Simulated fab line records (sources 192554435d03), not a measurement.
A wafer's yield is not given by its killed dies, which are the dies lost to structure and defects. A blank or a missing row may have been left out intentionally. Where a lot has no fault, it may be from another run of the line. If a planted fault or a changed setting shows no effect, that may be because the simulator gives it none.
fab line records	flow n5Finfet
record: lots: 7	wafers: 21	lastDay: 17
route steps=1938 shown BEOL_M4@1094 PASSIVATION@1936
lots that met no fault: taken from a fault-free run of the same line
startH: start of the lot's first displayed wafer, in hours after the record's first day	waitH: how many hours have passed since the lot's step before this one	" the same as in the row above	L1.1+2: one row covering several wafers at once	- no value present, or no start provided	* or withheld: withheld	< > ~ a bound
route shown NAME@n: names a module that has steps shown in the file, with the first one's number in the route	usual: mean and standard deviation over wafers with no fault	same: alike in all rows	chamber/n: place in a boat	sites: per-site readings	_std_site: the values' standard deviation	_edge_site: outer sites' mean less inner sites'	radiusMm: for every site, how far away it sits from the centre of the wafer	mask NAME#n: copy n	behind: tool/chamber where the wafer was last shaped	hold: cause of the lot's hold/its duration in hours/its outcome	device: transistor that didn't switch, given as n, p or np	end of line: the same wafers' tests at the end of the route	for a step that has no rows: nothing shown but its recipe	killed: not the wafer's yield, but the dies lost to structure and defects at the first sort	map: a wafer's dies, marking killed ones x, the rest . and places with no die _
set.NAME: the run value of the setting; set.NAME@STEP: its run value at that earlier step	model.NAME: the simulator's own value behind a step, which no gauge read
lots seen at some steps along the route; tables by step, rows by wafer
services: a tool's chamber out of use, with start hour (startH, from the record's first day; less than 0 if before it), hours out, and reason
== steps ==
step: N5_BEOL_M4_SPUTTER_90
recipe: material: Cu	targetThkA: 45	tempC: -20	chamberPressurePa: 0.07	powerW: withheld	timeS: 8.29
step: N5_BEOL_M4_ANNEAL_91
recipe: tempC: 400	timeS: 240	ambient: vacuum
usual: heaterPowerW: 824/88	susceptorTempC: 399.97/0.25	susceptor_temp_C_max: 400.9/0.45
lot.wafer	tool	chamber	startH	waitH	heaterPowerW	susceptorTempC	susceptor_temp_C_max
L936.1	pvdSputter-01	-	191.98	0.0	780	400.19	400.8
L936.3	"	-	"	"	946	400.31	401.4
L936.5	"	-	"	"	797	399.96	400.4
L937.1	pvdSputter-03	-	218.11	0.0	784	399.98	401.7
L937.4	"	-	"	"	747	399.90	400.8
L937.6	"	-	"	"	742	399.77	400.9
L945.4	pvdSputter-03	-	253.39	0.0	723	400.14	400.8
L945.5	"	-	"	"	733	399.52	400.9
L945.6	"	-	"	"	718	400.14	400.8
L946.1	pvdSputter-01	-	255.18	0.0	778	399.70	400.6
L946.5	"	-	"	"	934	400.22	402.0
L946.6	"	-	"	"	929	399.93	401.3
L948.1	pvdSputter-02	-	267.21	0.0	850	400.07	400.7
L948.2	"	-	"	"	732	400.39	401.0
L948.5	"	-	"	"	739	399.72	400.5
L949.1	pvdSputter-01	-	277.59	0.0	950	400.12	401.5
L949.3	"	-	"	"	791	399.64	400.6
L949.4	"	-	"	"	935	400.12	401.2
L953.1	pvdSputter-02	-	314.61	0.0	717	400.08	400.6
L953.3	"	-	"	"	813	399.73	400.2
L953.4	"	-	"	"	755	400.21	401.4
step: N5_BEOL_M4_SPUTTER_92
recipe: material: Cu	targetThkA: 45	tempC: -20	chamberPressurePa: 0.07	powerW: withheld	timeS: 8.29
step: N5_BEOL_M4_ANNEAL_93
recipe: tempC: 400	timeS: 240	ambient: vacuum
step: N5_BEOL_M4_SPUTTER_94
recipe: material: Cu	targetThkA: 45	tempC: -20	chamberPressurePa: 0.07	powerW: withheld	timeS: 8.29
usual: susceptorTempC: -19.99/0.1	throttleValvePct: 29.7/1.1
lot.wafer	tool	chamber	startH	waitH	susceptorTempC	throttleValvePct
L936.1	pvdSputter-01	-	192.34	0.1	-19.82	29.8
L936.3	"	-	"	"	-20.06	30.0
L936.5	"	-	"	"	-20.05	29.9
L937.1	pvdSputter-03	-	218.47	0.1	-20.07	30.9
L937.4	"	-	"	"	-19.89	28.9
L937.6	"	-	"	"	-20.05	29.3
L945.4	pvdSputter-03	-	253.75	0.1	-20.01	30.4
L945.5	"	-	"	"	-20.00	28.9
L945.6	"	-	"	"	-20.02	30.0
L946.1	pvdSputter-01	-	255.54	0.1	-20.02	29.8
L946.5	"	-	"	"	-19.98	27.1
L946.6	"	-	"	"	-19.98	30.1
L948.1	pvdSputter-02	-	267.57	0.1	-20.08	29.8
L948.2	"	-	"	"	-20.19	29.4
L948.5	"	-	"	"	-20.15	29.3
L949.1	pvdSputter-01	-	277.95	0.1	-19.91	27.1
L949.3	"	-	"	"	-20.24	30.1
L949.4	"	-	"	"	-20.20	29.9
L953.1	pvdSputter-02	-	314.97	0.1	-20.08	29.4
L953.3	"	-	"	"	-19.99	29.7
L953.4	"	-	"	"	-20.15	31.3
step: N5_BEOL_M4_ANNEAL_95
recipe: tempC: 400	timeS: 240	ambient: vacuum
step: N5_BEOL_M4_SPUTTER_96
recipe: material: Cu	targetThkA: 45	tempC: -20	chamberPressurePa: 0.07	powerW: withheld	timeS: 8.29
usual: susceptorTempC: -20.00/0.1	throttleValvePct: 29.7/1.2
lot.wafer	tool	chamber	startH	waitH	susceptorTempC	throttleValvePct
L936.1	pvdSputter-01	-	192.56	0.1	-19.94	29.9
L936.3	"	-	"	"	-20.03	30.4
L936.5	"	-	"	"	-19.99	29.9
L937.1	pvdSputter-03	-	218.69	0.1	-19.87	31.3
L937.4	"	-	"	"	-19.97	29.2
L937.6	"	-	"	"	-20.01	28.9
L945.4	pvdSputter-03	-	253.97	0.1	-20.02	30.1
L945.5	"	-	"	"	-20.03	28.9
L945.6	"	-	"	"	-19.98	30.2
L946.1	pvdSputter-01	-	255.76	0.1	-19.92	30.2
L946.5	"	-	"	"	-20.08	27.1
L946.6	"	-	"	"	-19.83	30.2
L948.1	pvdSputter-02	-	267.79	0.1	-19.91	29.7
L948.2	"	-	"	"	-20.08	29.2
L948.5	"	-	"	"	-20.03	29.4
L949.1	pvdSputter-01	-	278.17	0.1	-20.05	27.0
L949.3	"	-	"	"	-20.08	29.9
L949.4	"	-	"	"	-20.02	30.0
L953.1	pvdSputter-02	-	315.19	0.1	-20.08	29.6
L953.3	"	-	"	"	-20.13	29.7
L953.4	"	-	"	"	-20.04	31.9
step: N5_BEOL_M4_ECD_50
recipe: material: Cu	targetThkA: 3000
step: N5_BEOL_M4_ANNEAL_51
recipe: tempC: 225	timeS: 90	ambient: N2
step: N5_BEOL_M4_CMP_52
recipe: stopOn: SiOC	tOverpolishS: 6.8	downForcePsi: 1	platenRpm: 50	clearingPlatenDownForcePsi: 1.5	clearingPlatenRpm: 50	postCmpClean: cuAlkaline	targetThkNm: 40	clearingPlatenPadVelocityMS: 0.99484	padVelocityMS: 0.99484
usual: barrierFieldEndpointS: 24.8/0.67	motorCurrentA: 6.3/0.61	overpolishRunS: 6.799/0.0092	slurryFilterDpKPa: 13.50/0.13	timeToEndpointS: 63/3.2
lot.wafer	tool	chamber	startH	waitH	barrierFieldEndpointS	motorCurrentA	overpolishRunS	slurryFilterDpKPa	timeToEndpointS
L936.3	cmp-01	0	193.05	0.2	24.4	6.5	6.807	13.64	59
L936.1	"	3	"	"	25.1	5.5	6.808	13.62	60
L936.5	"	0	"	"	24.5	6.4	6.794	13.58	59
L937.1	cmp-01	1	219.19	0.3	25.6	6.3	6.788	13.25	69
L937.4	"	3	"	"	25.5	5.4	6.808	13.32	67
L937.6	"	1	"	"	25.6	6.3	6.798	13.48	70
L945.4	cmp-02	0	254.74	0.2	24.0	7.5	6.804	13.41	59
L945.5	"	1	"	"	25.3	6.4	6.787	13.54	65
L945.6	"	2	"	"	24.0	6.1	6.787	13.62	57
L946.1	cmp-01	0	256.27	0.3	24.5	6.2	6.804	13.35	65
L946.5	"	0	"	"	24.8	6.7	6.800	13.45	62
L946.6	"	1	"	"	25.1	6.4	6.805	13.47	66
L948.1	cmp-01	0	268.29	0.3	24.7	6.3	6.792	13.82	64
L948.2	"	2	"	"	24.2	5.7	6.801	13.40	60
L948.5	"	0	"	"	24.9	6.5	6.819	13.58	62
L949.1	cmp-04	1	278.95	0.5	25.0	6.2	6.786	13.22	64
L949.4	"	3	"	"	25.2	7.2	6.790	13.61	64
L949.3	"	0	"	"	23.9	6.3	6.802	13.55	60
L953.1	cmp-04	3	315.68	0.3	25.9	6.8	6.807	13.52	68
L953.3	"	0	"	"	24.5	6.2	6.810	13.44	61
L953.4	"	1	"	"	26.0	6.4	6.810	13.57	67
step: N5_BEOL_M4_THK_MEAS_53
recipe: thkMeasGauge: xrf	reads: Cu_of_BEOL_M4_ECD_50
usual: M4_THK: 40.1/1.4
lot.wafer	tool	chamber	startH	waitH	M4_THK[nm]
L936.1	filmMetro-02	-	193.35	-	39.8
L936.3	"	-	"	"	39.4
L936.5	"	-	"	"	41.6
L937.1	filmMetro-01	-	219.48	-	40.8
L937.4	"	-	"	"	39.7
L937.6	"	-	"	"	41.6
L945.4	filmMetro-01	-	254.92	-	40.5
L945.5	"	-	"	"	39.0
L945.6	"	-	"	"	42.5
L946.1	filmMetro-01	-	256.56	-	40.3
L946.5	"	-	"	"	38.9
L946.6	"	-	"	"	41.0
L948.1	filmMetro-01	-	268.58	-	40.6
L948.2	"	-	"	"	37.4
L948.5	"	-	"	"	41.3
L949.1	filmMetro-01	-	279.24	-	39.1
L949.3	"	-	"	"	38.7
L949.4	"	-	"	"	39.7
L953.1	filmMetro-02	-	315.97	-	41.4
L953.3	"	-	"	"	37.4
L953.4	"	-	"	"	42.7
step: N5_BEOL_M4_PRE_CLEAN_60
recipe: gas: NH3/H2	timeS: 15	tempC: *	rfPowerW: 300
usual: heaterPowerOuterW: 15/9.6	heaterPowerW: 84/26	susceptorTempC: *
lot.wafer	tool	chamber	startH	waitH	heaterPowerOuterW	heaterPowerW	susceptorTempC
L936.1	cvdCo-02	0	193.39	0.0	18	103	*
L936.3	"	2	"	"	0	50	*
L936.5	"	2	"	"	0	51	*
L937.1	cvdCo-02	0	219.52	0.0	17	105	*
L937.4	"	2	"	"	1	51	*
L937.6	"	0	"	"	18	105	*
L945.4	cvdCo-02	0	254.97	0.1	18	105	*
L945.5	"	1	"	"	13	72	*
L945.6	"	2	"	"	1	50	*
L946.1	cvdCo-02	0	256.60	0.0	18	107	*
L946.5	"	1	"	"	13	75	*
L946.6	"	2	"	"	1	50	*
L948.1	cvdCo-01	1	268.62	0.0	25	103	*
L948.2	"	2	"	"	27	115	*
L948.5	"	1	"	"	24	108	*
L949.1	cvdCo-02	0	279.28	0.0	18	104	*
L949.3	"	2	"	"	1	51	*
L949.4	"	2	"	"	1	52	*
L953.1	cvdCo-01	0	316.01	0.0	5	56	*
L953.3	"	1	"	"	25	108	*
L953.4	"	2	"	"	27	116	*
step: N5_BEOL_M4_CO_CAP_55
recipe: material: Co	targetThkA: 20	tempC: 200	precursor: CCTBA/H2	pressureTorr: 30	timeS: 102.1
usual: heaterPowerOuterW: 116/12	heaterPowerW: 235/32	runLengthS: 124.7/0.6	susceptorTempC: 200.01/0.16
lot.wafer	tool	chamber	startH	waitH	heaterPowerOuterW	heaterPowerW	runLengthS	susceptorTempC	model.Co_of_BEOL_M4_CO_CAP_55.thkNm
L936.1	cvdCo-02	0	193.43	0.0	121	261	125.0	200.25	1.8
L936.3	"	2	"	"	101	192	123.8	200.20	2.2
L936.5	"	2	"	"	97	190	123.8	199.92	2.2
L937.1	cvdCo-02	0	219.56	0.0	119	261	125.1	200.03	2
L937.4	"	2	"	"	99	194	124.4	200.16	2.2
L937.6	"	0	"	"	119	263	125.0	199.89	2
L945.4	cvdCo-02	0	255.03	0.0	121	257	177.5	200.15	3
L945.5	"	1	"	"	115	225	178.2	200.11	3
L945.6	"	2	"	"	98	190	176.1	200.10	3.2
L946.1	cvdCo-02	0	256.64	0.0	121	253	176.9	199.86	3.2
L946.5	"	1	"	"	113	223	177.4	200.14	3.2
L946.6	"	2	"	"	100	194	176.3	200.29	3.2
L948.1	cvdCo-01	1	268.66	0.0	126	264	124.8	199.61	2
L948.2	"	2	"	"	133	264	124.4	199.73	2.2
L948.5	"	1	"	"	129	264	124.5	200.00	2
L949.1	cvdCo-02	0	279.32	0.0	120	258	177.2	199.90	2.8
L949.3	"	2	"	"	98	197	176.2	200.00	3
L949.4	"	2	"	"	98	191	175.9	200.11	3.2
L953.1	cvdCo-01	0	316.05	0.0	107	196	124.7	200.23	1.8
L953.3	"	1	"	"	128	267	124.5	200.05	2
L953.4	"	2	"	"	131	274	124.4	200.13	2
step: N5_BEOL_M4_PRE_CLEAN_56
recipe: gas: NH3	timeS: 15	tempC: withheld	rfPowerW: 300
step: N5_BEOL_M4_RC_MEAS_101
usual: DIBL_N: 36.5/1.9	DIBL_P: 36.7/2.1	IOFF_N: 0.17/0.035	IOFF_P: 0.22/0.042	ION_N: 676/10	ION_P: 462/8.1	SS_N: 71.5/0.72	SS_P: 73.4/0.7	VT_N: 249/3.1	VT_P: -250/3.9
lot.wafer	tool	chamber	startH	waitH	DIBL_N[mV/V]	DIBL_P[mV/V]	IOFF_N[nA/um]	IOFF_P[nA/um]	ION_N[uA/um]	ION_P[uA/um]	SS_N[mV/dec]	SS_P[mV/dec]	VT_N[mV]	VT_P[mV]
L936.1	prober-02	0	193.66	0.0	34.8	35.1	0.12	0.19	662	463	71.1	73.1	253	-252
L936.3	"	0	"	"	34.6	34.4	0.12	0.18	663	459	71.2	72.5	255	-252
L936.5	"	0	"	"	35.4	36.0	0.14	0.20	672	467	71.2	73.1	252	-250
L937.1	prober-02	0	219.79	0.0	39.4	39.3	0.19	0.28	688	474	71.1	75.0	245	-243
L937.4	"	0	"	"	39.5	39.3	0.19	0.28	682	469	72.3	74.3	247	-246
L937.6	"	0	"	"	40.0	39.9	0.21	0.31	681	476	72.5	74.1	246	-242
L945.4	prober-01	0	255.69	0.5	36.5	37.8	0.18	0.20	679	458	71.3	73.4	245	-251
L945.5	"	0	"	"	38.6	40.6	0.24	0.24	694	463	72.5	74.4	244	-248
L945.6	"	0	"	"	37.2	38.5	0.18	0.20	683	458	72.0	73.6	250	-252
L946.1	prober-02	0	256.88	0.0	39.3	39.6	0.22	0.24	691	470	72.4	73.7	244	-251
L946.5	"	0	"	"	37.5	36.2	0.18	0.18	668	454	71.2	73.5	248	-253
L946.6	"	0	"	"	36.7	36.0	0.16	0.17	681	457	71.9	72.4	251	-257
L948.1	prober-01	0	268.92	0.0	35.7	34.7	0.14	0.19	673	463	71.5	72.8	252	-251
L948.2	"	0	"	"	39.1	37.3	0.21	0.22	667	457	72.8	73.4	246	-250
L948.5	"	0	"	"	38.1	37.7	0.19	0.23	678	466	72.4	73.4	249	-251
L949.1	prober-02	0	279.55	0.0	37.2	37.5	0.18	0.28	681	479	71.7	74.4	249	-242
L949.3	"	0	"	"	36.6	35.9	0.18	0.25	679	466	71.1	73.5	249	-244
L949.4	"	0	"	"	36.9	37.4	0.19	0.29	694	482	71.2	73.7	246	-239
L953.1	prober-02	0	316.29	0.0	35.6	34.6	0.15	0.16	667	448	70.8	72.6	249	-254
L953.3	"	0	"	"	37.4	37.2	0.16	0.19	680	459	70.7	72.4	250	-254
L953.4	"	0	"	"	37.5	37.0	0.17	0.20	689	466	71.6	73.9	250	-252
step: N5_PASSIVATION_PROBE_49
usual: defectLimitedYield: 91.4/1.5	killed_at_M0_to_M3: 35/12	killed_at_M4_up: 13/5.8	killedAtContacts: 12/5.5	killedAtFrontEnd: 36/9.9	killedAtOther: 4/3.7	killedDies: 101/18	killedOnRim: 13/4.1	killedOpen: 66/13	killedShort: 33/8	sort_bin_4_leakage: 0.00/0.016	sort_bin_5_function: 5.0/1	sort_bin_6_memory: 3.2/0.67	sortNPass: 1079/18	sortYieldPct: 91.4/1.5
same: grossDies: 1180	killedAtBackSide: 0	sort_bin_8_speed[%]: 0
lot.wafer	tool	chamber	startH	waitH	defectLimitedYield[%]	killed_at_M0_to_M3	killed_at_M4_up	killedAtContacts	killedAtFrontEnd	killedAtOther	killedDies	killedOnRim	killedOpen	killedShort	sort_bin_4_leakage[%]	sort_bin_5_function[%]	sort_bin_6_memory[%]	sortNPass	sortYieldPct[%]
L936.1	prober-02	-	308.10	0.0	89.7	51	13	11	46	1	122	5	77	40	0	5.3	4.2	1058	89.7
L936.3	prober-02	-	308.20	0.1	91.3	39	9	6	44	5	103	11	63	38	0	5.0	3.4	1077	91.3
L936.5	prober-02	-	308.30	0.2	91.6	36	14	7	35	7	99	16	63	34	0	4.5	3.6	1081	91.6
L937.1	prober-01	-	330.90	0.0	89.3	40	23	21	40	2	126	11	79	38	0	5.8	3.8	1054	89.3
L937.4	prober-01	-	331.05	0.2	91.8	34	7	22	31	3	97	11	75	21	0	5.3	2.8	1083	91.8
L937.6	prober-01	-	331.15	0.3	90.5	38	13	20	41	0	112	19	80	31	0	5.3	3.8	1068	90.5
L945.4	prober-02	-	372.25	0.2	92.3	33	15	6	33	4	91	11	56	34	0	4.5	3.1	1089	92.3
L945.6	prober-02	-	372.35	0.3	92.4	27	18	9	36	0	90	13	58	32	0	4.8	2.4	1090	92.4
L946.1	prober-01	-	373.91	0.0	92.4	23	15	13	35	4	90	8	59	31	0	4.4	2.6	1090	92.4
L946.5	prober-01	-	374.11	0.2	91.6	41	6	11	37	4	99	18	68	30	0	5.2	3.0	1081	91.6
L946.6	prober-01	-	374.16	0.3	90.8	41	18	6	37	7	109	12	67	39	0	5.4	3.1	1071	90.8
L948.1	prober-02	-	377.08	0.0	92.3	19	7	12	44	9	91	12	57	25	0	3.8	3.0	1089	92.3
L948.2	prober-02	-	377.13	0.1	91.4	27	8	17	30	20	102	8	67	33	0	5.1	3.3	1078	91.4
L948.5	prober-02	-	377.28	0.2	91.8	33	6	17	27	14	97	10	52	43	0	5.0	2.8	1083	91.8
L953.1	prober-01	-	417.73	0.0	91.5	24	13	13	42	8	100	9	67	31	0	4.7	3.5	1080	91.5
L953.3	prober-01	-	417.83	0.1	92.8	36	17	10	20	2	85	14	58	25	0	4.2	2.7	1095	92.8
L953.4	prober-01	-	417.88	0.2	92.5	24	12	13	39	1	89	12	53	29	0	4.2	2.5	1091	92.5
killed by level:class
L936.1 BEOL_M0_SAQP:geometricParticle:short=19 BEOL_M0_SAQP:geometricParticle:open=18 FIN_SAQP:geometricParticle:open=12 STI_FIN_REVEAL:geometricParticle:open=9 MOL_CONTACT_COAG:geometricParticle:open=7 FIN_SAQP:geometricParticle:short=5 BEOL_M4:geometricParticle:open=5 MOL_CONTACT_COAG:geometricParticle:short=4
L936.3 BEOL_M0_SAQP:geometricParticle:short=14 STI_FIN_REVEAL:geometricParticle:open=13 FIN_SAQP:geometricParticle:short=9 BEOL_M3:geometricParticle:open=9 FIN_SAQP:geometricParticle:open=8 BEOL_M0_SAQP:geometricParticle:open=7 BEOL_M1:geometricParticle:open=7 MOL_CONTACT_COAG:geometricParticle:open=5
L936.5 BEOL_M0_SAQP:geometricParticle:open=12 BEOL_M0_SAQP:geometricParticle:short=11 FIN_SAQP:geometricParticle:open=9 FIN_SAQP:geometricParticle:short=6 DUMMY_GATE:geometricParticle:open=6 MOL_CONTACT_COAG:geometricParticle:open=6 BEOL_M5:geometricParticle:open=4 MIM_BOT:geometricParticle:short=4
L937.1 MOL_CONTACT_COAG:geometricParticle:open=17 BEOL_M0_SAQP:geometricParticle:short=13 FIN_SAQP:geometricParticle:open=11 BEOL_M0_SAQP:geometricParticle:open=10 BEOL_M4:geometricParticle:open=9 HKMG_FIN:areaEtch=9 FIN_SAQP:geometricParticle:short=7 BEOL_M1:geometricParticle:open=6
L937.4 MOL_CONTACT_COAG:geometricParticle:open=22 BEOL_M0_SAQP:geometricParticle:open=9 STI_FIN_REVEAL:geometricParticle:open=8 BEOL_M0_SAQP:geometricParticle:short=8 BEOL_M2:geometricParticle:open=6 DUMMY_GATE:geometricParticle:open=5 STARTING-WAFER:geometricParticle:open=5 FIN_SAQP:geometricParticle:open=3
L937.6 MOL_CONTACT_COAG:geometricParticle:open=16 BEOL_M0_SAQP:geometricParticle:open=13 BEOL_M0_SAQP:geometricParticle:short=10 STI_FIN_REVEAL:geometricParticle:open=8 BEOL_M2:geometricParticle:open=8 DUMMY_GATE:geometricParticle:open=7 BEOL_M4:geometricParticle:open=6 FIN_SAQP:geometricParticle:short=5
L945.4 BEOL_M3:geometricParticle:open=8 FIN_SAQP:geometricParticle:open=7 BEOL_M2:geometricParticle:open=7 STI_FIN_REVEAL:geometricParticle:open=6 ILD0:geometricParticle:short=6 BEOL_M1:geometricParticle:open=5 STARTING-WAFER:geometricParticle:short=4 DUMMY_GATE:geometricParticle:open=4
L945.6 BEOL_M2:geometricParticle:open=9 DUMMY_GATE:geometricParticle:open=7 BEOL_M4:geometricParticle:open=6 MOL_CONTACT_COAG:geometricParticle:open=6 ILD0:geometricParticle:short=5 BEOL_M1:geometricParticle:open=5 FIN_SAQP:geometricParticle:open=4 BEOL_M5:geometricParticle:open=4
L946.1 FIN_SAQP:geometricParticle:open=11 BEOL_M0_SAQP:geometricParticle:open=10 MOL_CONTACT_COAG:geometricParticle:open=9 BEOL_M3:geometricParticle:open=7 FIN_SAQP:geometricParticle:short=6 GATE_CUT:geometricParticle:short=6 STI_FIN_REVEAL:geometricParticle:open=4 MOL_CONTACT_COAG:geometricParticle:short=4
L946.5 BEOL_M0_SAQP:geometricParticle:short=11 MOL_CONTACT_COAG:geometricParticle:open=10 STI_FIN_REVEAL:geometricParticle:open=7 BEOL_M0_SAQP:geometricParticle:open=7 BEOL_M2:geometricParticle:open=7 BEOL_M3:geometricParticle:open=7 FIN_SAQP:geometricParticle:open=6 STARTING-WAFER:geometricParticle:short=5
L946.6 BEOL_M0_SAQP:geometricParticle:short=15 BEOL_M0_SAQP:geometricParticle:open=12 FIN_SAQP:geometricParticle:short=8 STI_FIN_REVEAL:geometricParticle:open=6 BEOL_M4:geometricParticle:open=6 FIN_SAQP:geometricParticle:open=5 GATE_CUT:geometricParticle:short=5 MOL_CONTACT_COAG:geometricParticle:open=5
L948.1 MOL_CONTACT_COAG:geometricParticle:open=10 STI_FIN_REVEAL:geometricParticle:open=9 HKMG_FIN:areaEtch=9 FIN_SAQP:geometricParticle:open=7 FIN_SAQP:geometricParticle:short=6 BEOL_M0_SAQP:geometricParticle:open=5 MIM_BOT:geometricParticle:short=5 BEOL_M0_SAQP:geometricParticle:short=4
L948.2 MOL_CONTACT_COAG:geometricParticle:open=13 BEOL_M3:geometricParticle:open=9 BEOL_M2:geometricParticle:open=8 STI_FIN_REVEAL:geometricParticle:open=6 FIN_SAQP:geometricParticle:open=5 BEOL_M0_SAQP:geometricParticle:open=5 FIN_SAQP:geometricParticle:short=4 PASS1_CAP:geometricParticle:short=4
L948.5 MOL_CONTACT_COAG:geometricParticle:open=14 BEOL_M3:geometricParticle:open=8 BEOL_M0_SAQP:geometricParticle:short=7 MIM_BOT:geometricParticle:short=7 BEOL_M0_SAQP:geometricParticle:open=6 FIN_SAQP:geometricParticle:short=5 ILD0:geometricParticle:short=5 BEOL_M3:geometricParticle:short=5
L953.1 MOL_CONTACT_COAG:geometricParticle:open=12 STI_FIN_REVEAL:geometricParticle:open=8 BEOL_M4:geometricParticle:open=8 BEOL_M2:geometricParticle:open=7 GATE_CUT:geometricParticle:open=6 DUMMY_GATE:geometricParticle:open=4 BEOL_M0_SAQP:geometricParticle:short=4 GATE_CUT:geometricParticle:short=4
L953.3 MOL_CONTACT_COAG:geometricParticle:open=10 STI_FIN_REVEAL:geometricParticle:open=8 BEOL_M0_SAQP:geometricParticle:short=6 BEOL_M1:geometricParticle:open=6 BEOL_M1:geometricParticle:short=5 BEOL_M2:geometricParticle:open=5 BEOL_M4:geometricParticle:open=5 BEOL_M0_SAQP:geometricParticle:open=4
L953.4 MOL_CONTACT_COAG:geometricParticle:open=12 BEOL_M0_SAQP:geometricParticle:short=7 HKMG_FIN:areaEtch=7 BEOL_M1:geometricParticle:open=5 GATE_CUT:geometricParticle:open=5 BEOL_M4:geometricParticle:open=5 DUMMY_GATE:geometricParticle:open=4 STARTING-WAFER:geometricParticle:short=4
== services ==
tool	chamber	startH	hours	kind
cmp-01	-	197.60	4.0	pm
cmp-01	-	201.60	-	consumableReplace:conditioner
cmp-01	-	201.60	-	consumableReplace:pad
cmp-01	-	206.87	0.6	repair
cmp-02	-	207.76	20.2	pm
cvdCo-02	-	210.13	0.5	repair
cmp-04	-	223.35	3.7	repair
cmp-01	-	232.37	3.3	pm
cmp-04	-	258.84	4.0	pm
cmp-04	-	262.84	-	consumableReplace:conditioner
cmp-04	-	262.84	-	consumableReplace:pad
cmp-04	-	278.23	0.5	repair
cmp-02	-	282.50	0.3	repair
cvdCo-01	1	294.59	7.7	repair
cmp-02	-	297.28	0.4	repair
cmp-02	-	312.73	1.5	repair
== key ==
firstSign: step: N5_BEOL_M4_CO_CAP_55	reading: runLengthS	direction: up	sigmas: 87	usual: *	struck: *
effect none on later readings
modelEffect: step: N5_BEOL_M4_CO_CAP_55	value: Co_of_BEOL_M4_CO_CAP_55.thkNm	without: 2.067	struck: 3.089
metAt N5_BEOL_M4_CO_CAP_55
struckWafers L945.4,L945.5,L945.6,L946.1,L946.5,L946.6,L949.1,L949.3,L949.4
onsetBetween 219.56 255.03
fault: kind: processParameterDrift	tool: cvdCo-02	chamber: -	onsetH: 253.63	steps: N5_BEOL_M4_CO_CAP_55	channel: timeS	offset: *	shape: step	endH: 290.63	actsIn: *	stated: *
